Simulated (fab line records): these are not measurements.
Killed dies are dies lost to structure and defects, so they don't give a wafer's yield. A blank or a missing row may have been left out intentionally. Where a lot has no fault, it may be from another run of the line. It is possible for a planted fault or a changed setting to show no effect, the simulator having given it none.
Chamber matching / flow n5 finfet / rie diel-02 running N5_BEOL_M3_DESCUM_33: 4 sister chambers
The step chemistry O2, time 7 s. 22 wafers are shown with their chamber, then 11 later ones without.

## WAFERS PAIRED WITH THEIR CHAMBERS
wafer=L075.1; chamber=1; showerhead plenum p Torr (Torr)=2.05; throttle valve pct (%)=20.40; drypump motor current A (A)=5.0
wafer=L075.2; chamber=3; showerhead plenum p Torr (Torr)=2.05; throttle valve pct (%)=20.39; drypump motor current A (A)=5.7
wafer=L075.6; chamber=2; showerhead plenum p Torr (Torr)=2.22; throttle valve pct (%)=20.33; drypump motor current A (A)=5.9
wafer=L074.3; chamber=2; showerhead plenum p Torr (Torr)=2.22; throttle valve pct (%)=20.33; drypump motor current A (A)=5.9
wafer=L074.5; chamber=0; showerhead plenum p Torr (Torr)=2.09; throttle valve pct (%)=20.71; drypump motor current A (A)=5.7
wafer=L074.6; chamber=3; showerhead plenum p Torr (Torr)=2.05; throttle valve pct (%)=20.40; drypump motor current A (A)=5.7
wafer=L078.1; chamber=3; showerhead plenum p Torr (Torr)=2.05; throttle valve pct (%)=20.41; drypump motor current A (A)=5.7
wafer=L078.2; chamber=1; showerhead plenum p Torr (Torr)=2.04; throttle valve pct (%)=20.40; drypump motor current A (A)=5.1
wafer=L078.3; chamber=0; showerhead plenum p Torr (Torr)=2.09; throttle valve pct (%)=20.73; drypump motor current A (A)=5.8
wafer=L078.4; chamber=2; showerhead plenum p Torr (Torr)=2.22; throttle valve pct (%)=20.32; drypump motor current A (A)=5.9
wafer=L078.5; chamber=1; showerhead plenum p Torr (Torr)=2.04; throttle valve pct (%)=20.42; drypump motor current A (A)=5.1
wafer=L078.6; chamber=2; showerhead plenum p Torr (Torr)=2.22; throttle valve pct (%)=20.33; drypump motor current A (A)=5.9
wafer=L083.3; chamber=3; showerhead plenum p Torr (Torr)=2.05; throttle valve pct (%)=20.41; drypump motor current A (A)=5.7
wafer=L083.5; chamber=0; showerhead plenum p Torr (Torr)=2.09; throttle valve pct (%)=20.75; drypump motor current A (A)=5.7
wafer=L083.6; chamber=1; showerhead plenum p Torr (Torr)=2.04; throttle valve pct (%)=20.42; drypump motor current A (A)=5.1
wafer=L081.1; chamber=3; showerhead plenum p Torr (Torr)=2.04; throttle valve pct (%)=20.43; drypump motor current A (A)=5.8
wafer=L081.4; chamber=1; showerhead plenum p Torr (Torr)=2.04; throttle valve pct (%)=20.40; drypump motor current A (A)=5.1
wafer=L081.5; chamber=3; showerhead plenum p Torr (Torr)=2.04; throttle valve pct (%)=20.41; drypump motor current A (A)=5.7
wafer=L089.2; chamber=1; showerhead plenum p Torr (Torr)=2.04; throttle valve pct (%)=20.44; drypump motor current A (A)=5.1
wafer=L089.5; chamber=3; showerhead plenum p Torr (Torr)=2.04; throttle valve pct (%)=20.42; drypump motor current A (A)=5.7
wafer=L089.6; chamber=0; showerhead plenum p Torr (Torr)=2.08; throttle valve pct (%)=20.75; drypump motor current A (A)=5.7
wafer=L092.1; chamber=0; showerhead plenum p Torr (Torr)=2.08; throttle valve pct (%)=20.76; drypump motor current A (A)=5.7

SIGNATURES (averages over the wafers above)
reading=showerhead plenum p Torr; chamber 0=2.0860; chamber 1=2.0417; chamber 2=2.2200; chamber 3=2.0457; scatter within a chamber=0.00456
reading=throttle valve pct; chamber 0=20.7400; chamber 1=20.4133; chamber 2=20.3275; chamber 3=20.4100; scatter within a chamber=0.0149
reading=drypump motor current A; chamber 0=5.720; chamber 1=5.083; chamber 2=5.900; chamber 3=5.714; scatter within a chamber=0.0372
Rule: for a wafer and a chamber, the distance is found by dividing, reading by reading, the gap between the wafer's reading and the chamber's mean by the reading's scatter, squaring, summing and taking the root. If the next closest chamber is less than 2 further off than the closest, the wafer can't be placed; otherwise it belongs to the closest. How the scatter is found: for the shown wafers, subtract from each reading the mean of its chamber, square and add these, divide the total by (wafers less chambers), then take the root.

## WAFERS WITH NO CHAMBER GIVEN
wafer=L092.4; showerhead plenum p Torr (Torr)=2.03; throttle valve pct (%)=20.45; drypump motor current A (A)=5.1
wafer=L092.6; showerhead plenum p Torr (Torr)=2.03; throttle valve pct (%)=20.46; drypump motor current A (A)=5.1
wafer=L093.1; showerhead plenum p Torr (Torr)=2.04; throttle valve pct (%)=20.44; drypump motor current A (A)=5.7
wafer=L093.2; showerhead plenum p Torr (Torr)=2.03; throttle valve pct (%)=20.45; drypump motor current A (A)=5.1
wafer=L093.4; showerhead plenum p Torr (Torr)=2.21; throttle valve pct (%)=20.37; drypump motor current A (A)=5.8
wafer=L095.3; showerhead plenum p Torr (Torr)=2.04; throttle valve pct (%)=20.45; drypump motor current A (A)=5.7
wafer=L095.5; showerhead plenum p Torr (Torr)=2.21; throttle valve pct (%)=20.36; drypump motor current A (A)=5.8
wafer=L095.6; showerhead plenum p Torr (Torr)=2.03; throttle valve pct (%)=20.45; drypump motor current A (A)=5.0
wafer=L097.2; showerhead plenum p Torr (Torr)=2.08; throttle valve pct (%)=20.78; drypump motor current A (A)=5.7
wafer=L097.3; showerhead plenum p Torr (Torr)=2.21; throttle valve pct (%)=20.39; drypump motor current A (A)=5.8
wafer=L097.5; showerhead plenum p Torr (Torr)=2.04; throttle valve pct (%)=20.47; drypump motor current A (A)=5.7

## WHICH CHAMBER EACH ONE RAN IN
wafer=L092.4; from the rows above=1; in truth=1
wafer=L092.6; from the rows above=1; in truth=1
wafer=L093.1; from the rows above=3; in truth=3
wafer=L093.2; from the rows above=1; in truth=1
wafer=L093.4; from the rows above=2; in truth=2
wafer=L095.3; from the rows above=3; in truth=3
wafer=L095.5; from the rows above=2; in truth=2
wafer=L095.6; from the rows above=1; in truth=1
wafer=L097.2; from the rows above=0; in truth=0
wafer=L097.3; from the rows above=2; in truth=2
wafer=L097.5; from the rows above=3; in truth=3
Placed correctly: 11 of 11. Can't be placed from these rows: 0. Placed wrongly: 0.
